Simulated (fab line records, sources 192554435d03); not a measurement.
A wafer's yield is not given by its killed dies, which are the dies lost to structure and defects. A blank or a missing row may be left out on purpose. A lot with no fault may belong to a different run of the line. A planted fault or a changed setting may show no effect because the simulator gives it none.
Split-lot trial || flow n5 finfet || 7 lots, 39 wafers read, on a route of 1938 steps

## SPLIT DETAILS
At N5_BEOL_M0_SAQP_PECVD_96 (deposits a-Si from SiH4/He, target thk 45 nm, time 45.2 s), the setting time s was moved away from the recipe's 45.2 s on 15 of the 39 wafers read, by -40.1% to +37.0%. The other wafers ran this setting at the recipe's value.

## FROM THE SPLIT TO THE READING: what the file shows between them, 4 steps
- N5_BEOL_M0_SAQP_PECVD_97: deposits SiNx from SiH4/NH3/N2, target thk 23 nm, time 19.9 s
- N5_BEOL_M0_SAQP_PECVD_04: deposits a-Si from SiH4/He, target thk 60 nm, time 60.2 s
- N5_BEOL_M0_SAQP_ETCH_101: etches SiNx in CH3F/O2, target depth 29.9 nm, time 42.7 s
- N5_BEOL_M0_SAQP_ETCH_102: etches SiO2 in CF4, target depth 4 nm, time 4.4 s

## THE READING
oes product au, in a.u., at N5_BEOL_M0_SAQP_MANDREL_ETCH_103 (etches a-Si in HBr/Cl2, stops on SiCN, target depth 45 nm, bt time 10 s, time 27 s). Typical for fault-free wafers on this fab line: 0.688 a.u., with standard deviation 0.011 a.u.

{"wafer": "L074.1", "tool, chamber at the split": "pecvd-02, 1", "time s as run, s": 27.08, "against the recipe": "-40.1%", "oes product au, a.u.": 0.520, "against lot-mates on the recipe": -0.169}
{"wafer": "L074.2", "tool, chamber at the split": "pecvd-02, 0,2", "time s as run, s": 45.2, "against the recipe": "recipe", "oes product au, a.u.": 0.694, "against lot-mates on the recipe": "-"}
{"wafer": "L074.3", "tool, chamber at the split": "pecvd-02, 0,2", "time s as run, s": 45.2, "against the recipe": "recipe", "oes product au, a.u.": 0.678, "against lot-mates on the recipe": "-"}
{"wafer": "L074.4", "tool, chamber at the split": "pecvd-02, 0", "time s as run, s": 45.2, "against the recipe": "recipe", "oes product au, a.u.": 0.694, "against lot-mates on the recipe": "-"}
{"wafer": "L074.5", "tool, chamber at the split": "pecvd-02, 2", "time s as run, s": 27.08, "against the recipe": "-40.1%", "oes product au, a.u.": 0.540, "against lot-mates on the recipe": -0.149}
{"wafer": "L074.6", "tool, chamber at the split": "pecvd-02, 1", "time s as run, s": 27.08, "against the recipe": "-40.1%", "oes product au, a.u.": 0.535, "against lot-mates on the recipe": -0.154}
{"wafer": "L082.1", "tool, chamber at the split": "pecvd-02, 0", "time s as run, s": 37.49, "against the recipe": "-17.1%", "oes product au, a.u.": 0.622, "against lot-mates on the recipe": -0.058}
{"wafer": "L082.2", "tool, chamber at the split": "pecvd-02, 1", "time s as run, s": 37.49, "against the recipe": "-17.1%", "oes product au, a.u.": 0.609, "against lot-mates on the recipe": -0.071}
{"wafer": "L082.3", "tool, chamber at the split": "pecvd-02, 2", "time s as run, s": 45.2, "against the recipe": "recipe", "oes product au, a.u.": 0.675, "against lot-mates on the recipe": "-"}
{"wafer": "L082.4", "tool, chamber at the split": "pecvd-02, 0", "time s as run, s": 45.2, "against the recipe": "recipe", "oes product au, a.u.": 0.669, "against lot-mates on the recipe": "-"}
{"wafer": "L082.5", "tool, chamber at the split": "pecvd-02, 1", "time s as run, s": 37.49, "against the recipe": "-17.1%", "oes product au, a.u.": 0.598, "against lot-mates on the recipe": -0.082}
{"wafer": "L082.6", "tool, chamber at the split": "pecvd-02, 2", "time s as run, s": 45.2, "against the recipe": "recipe", "oes product au, a.u.": 0.696, "against lot-mates on the recipe": "-"}
{"wafer": "L086.1", "tool, chamber at the split": "pecvd-02, 1,0", "time s as run, s": 45.2, "against the recipe": "recipe", "oes product au, a.u.": 0.682, "against lot-mates on the recipe": "-"}
{"wafer": "L086.2", "tool, chamber at the split": "pecvd-02, 2", "time s as run, s": 58.19, "against the recipe": "+28.7%", "oes product au, a.u.": 0.801, "against lot-mates on the recipe": "+0.114"}
{"wafer": "L086.3", "tool, chamber at the split": "pecvd-02, 1,0", "time s as run, s": 45.2, "against the recipe": "recipe", "oes product au, a.u.": 0.692, "against lot-mates on the recipe": "-"}
{"wafer": "L086.4", "tool, chamber at the split": "pecvd-02, 2", "time s as run, s": 58.19, "against the recipe": "+28.7%", "oes product au, a.u.": 0.808, "against lot-mates on the recipe": "+0.121"}
{"wafer": "L086.5", "tool, chamber at the split": "pecvd-02, 1", "time s as run, s": 58.19, "against the recipe": "+28.7%", "oes product au, a.u.": 0.811, "against lot-mates on the recipe": "+0.124"}
{"wafer": "L086.6", "tool, chamber at the split": "pecvd-02, 0", "time s as run, s": 45.2, "against the recipe": "recipe", "oes product au, a.u.": 0.688, "against lot-mates on the recipe": "-"}
{"wafer": "L089.1", "tool, chamber at the split": "pecvd-02, 2", "time s as run, s": 45.2, "against the recipe": "recipe", "oes product au, a.u.": 0.700, "against lot-mates on the recipe": "-"}
{"wafer": "L089.2", "tool, chamber at the split": "pecvd-02, 0", "time s as run, s": 56.62, "against the recipe": "+25.3%", "oes product au, a.u.": 0.786, "against lot-mates on the recipe": "+0.091"}
{"wafer": "L089.3", "tool, chamber at the split": "pecvd-02, 1", "time s as run, s": 56.62, "against the recipe": "+25.3%", "oes product au, a.u.": 0.803, "against lot-mates on the recipe": "+0.108"}
{"wafer": "L089.4", "tool, chamber at the split": "pecvd-02, 0", "time s as run, s": 45.2, "against the recipe": "recipe", "oes product au, a.u.": 0.697, "against lot-mates on the recipe": "-"}
{"wafer": "L089.5", "tool, chamber at the split": "pecvd-02, 2", "time s as run, s": 56.62, "against the recipe": "+25.3%", "oes product au, a.u.": 0.810, "against lot-mates on the recipe": "+0.115"}
{"wafer": "L089.6", "tool, chamber at the split": "pecvd-02, 1", "time s as run, s": 45.2, "against the recipe": "recipe", "oes product au, a.u.": 0.687, "against lot-mates on the recipe": "-"}
{"wafer": "L090.1", "tool, chamber at the split": "pecvd-04, 2,1", "time s as run, s": 45.2, "against the recipe": "recipe", "oes product au, a.u.": 0.683, "against lot-mates on the recipe": "-"}
{"wafer": "L090.2", "tool, chamber at the split": "pecvd-04, 1", "time s as run, s": 45.2, "against the recipe": "recipe", "oes product au, a.u.": 0.678, "against lot-mates on the recipe": "-"}
{"wafer": "L090.3", "tool, chamber at the split": "pecvd-04, 0", "time s as run, s": 45.2, "against the recipe": "recipe", "oes product au, a.u.": 0.672, "against lot-mates on the recipe": "-"}
{"wafer": "L090.4", "tool, chamber at the split": "pecvd-04, 2,1", "time s as run, s": 45.2, "against the recipe": "recipe", "oes product au, a.u.": 0.677, "against lot-mates on the recipe": "-"}
{"wafer": "L090.5", "tool, chamber at the split": "pecvd-04, 2", "time s as run, s": 45.2, "against the recipe": "recipe", "oes product au, a.u.": 0.676, "against lot-mates on the recipe": "-"}
{"wafer": "L090.6", "tool, chamber at the split": "pecvd-04, 0", "time s as run, s": 45.2, "against the recipe": "recipe", "oes product au, a.u.": 0.688, "against lot-mates on the recipe": "-"}
{"wafer": "L092.1", "tool, chamber at the split": "pecvd-02, 0", "time s as run, s": 61.92, "against the recipe": "+37.0%", "oes product au, a.u.": 0.817, "against lot-mates on the recipe": "+0.137"}
{"wafer": "L092.2", "tool, chamber at the split": "pecvd-02, 1", "time s as run, s": 45.2, "against the recipe": "recipe", "oes product au, a.u.": 0.676, "against lot-mates on the recipe": "-"}
{"wafer": "L092.3", "tool, chamber at the split": "pecvd-02, 2", "time s as run, s": 61.92, "against the recipe": "+37.0%", "oes product au, a.u.": 0.828, "against lot-mates on the recipe": "+0.148"}
{"wafer": "L092.4", "tool, chamber at the split": "pecvd-02, 2", "time s as run, s": 45.2, "against the recipe": "recipe", "oes product au, a.u.": 0.680, "against lot-mates on the recipe": "-"}
{"wafer": "L092.5", "tool, chamber at the split": "pecvd-02, 1", "time s as run, s": 61.92, "against the recipe": "+37.0%", "oes product au, a.u.": 0.837, "against lot-mates on the recipe": "+0.157"}
{"wafer": "L092.6", "tool, chamber at the split": "pecvd-02, 0", "time s as run, s": 45.2, "against the recipe": "recipe", "oes product au, a.u.": 0.684, "against lot-mates on the recipe": "-"}
{"wafer": "L097.2", "tool, chamber at the split": "pecvd-02, 2", "time s as run, s": 45.2, "against the recipe": "recipe", "oes product au, a.u.": 0.677, "against lot-mates on the recipe": "-"}
{"wafer": "L097.3", "tool, chamber at the split": "pecvd-02, 2,1", "time s as run, s": 45.2, "against the recipe": "recipe", "oes product au, a.u.": 0.680, "against lot-mates on the recipe": "-"}
{"wafer": "L097.6", "tool, chamber at the split": "pecvd-02, 2,1", "time s as run, s": 45.2, "against the recipe": "recipe", "oes product au, a.u.": 0.687, "against lot-mates on the recipe": "-"}
When a row names more than one chamber, that row covers several wafers, and the file does not tell which wafer ran in which chamber.

FIT RESULTS
A straight line over all 39 wafers: oes product au changes by +0.00403 a.u. for each +1% of time s; r = +0.99; the points scatter about the line by 0.01 a.u.
The same after taking each lot's own level away (the mean of its wafers on the recipe; 39 wafers): +0.00402 a.u. for each +1%; r = +1.00; scatter 0.0076 a.u.
According to that fit, moving time s by its largest amount changes the reading by 0.16 a.u.
The span of the lots' own levels, 0.6790 to 0.6947 a.u., comes to 1.4 times the standard deviation stated above.
So the lot-to-lot level changes the slope little: the two slopes agree.
Check: with one of the wafers moved furthest among these (-40.1%) left out of the fit, the line predicts -0.159 a.u. for it against its lot-mates. Against them it came out at -0.169 a.u.

## THE OTHER SPLITS THESE WAFERS WENT THROUGH
These wafers also went through other splits before the reading. Each is held against what the fit with the lots' levels taken away leaves over:
{"other split on the same wafers": "N5_FIN_SAQP_HM_DEP_03 target thk a", "wafers away from the commonest value": 18, "r with oes product au (lot level and that fit taken away)": "+0.04"}
{"other split on the same wafers": "N5_GATE_CUT_ETCH_56 target depth a", "wafers away from the commonest value": 15, "r with oes product au (lot level and that fit taken away)": "+0.08"}

## THE WHOLE CHAIN: every reading that the file lists as answering this split, in the file's order
{"step": "N5_BEOL_M0_SAQP_PECVD_96", "what it does": "deposits a-Si from SiH4/He, target thk 45 nm, time 45.2 s", "reading": "a-Si_of_BEOL_M0_SAQP_PECVD_96.thk nm (the simulator's own value, which no gauge read)", "change (the file's fit)": "+0.446 nm for each +1% of the setting", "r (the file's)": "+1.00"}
{"step": "N5_BEOL_M0_SAQP_MANDREL_ETCH_103", "what it does": "etches a-Si in HBr/Cl2, stops on SiCN, target depth 45 nm, bt time 10 s, time 27 s", "reading": "oes product au", "change (the file's fit)": "+0.00402 a.u. for each +1% of the setting", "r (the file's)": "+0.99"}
{"step": "N5_BEOL_M0_SAQP_MANDREL_ETCH_103", "what it does": "etches a-Si in HBr/Cl2, stops on SiCN, target depth 45 nm, bt time 10 s, time 27 s", "reading": "etch.depth nm (the simulator's own value, which no gauge read)", "change (the file's fit)": "+0.446 nm for each +1% of the setting", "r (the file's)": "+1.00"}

## FILE'S OWN FIT
oes product au changes by +0.00402 a.u. for each +1% of time s, r = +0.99.
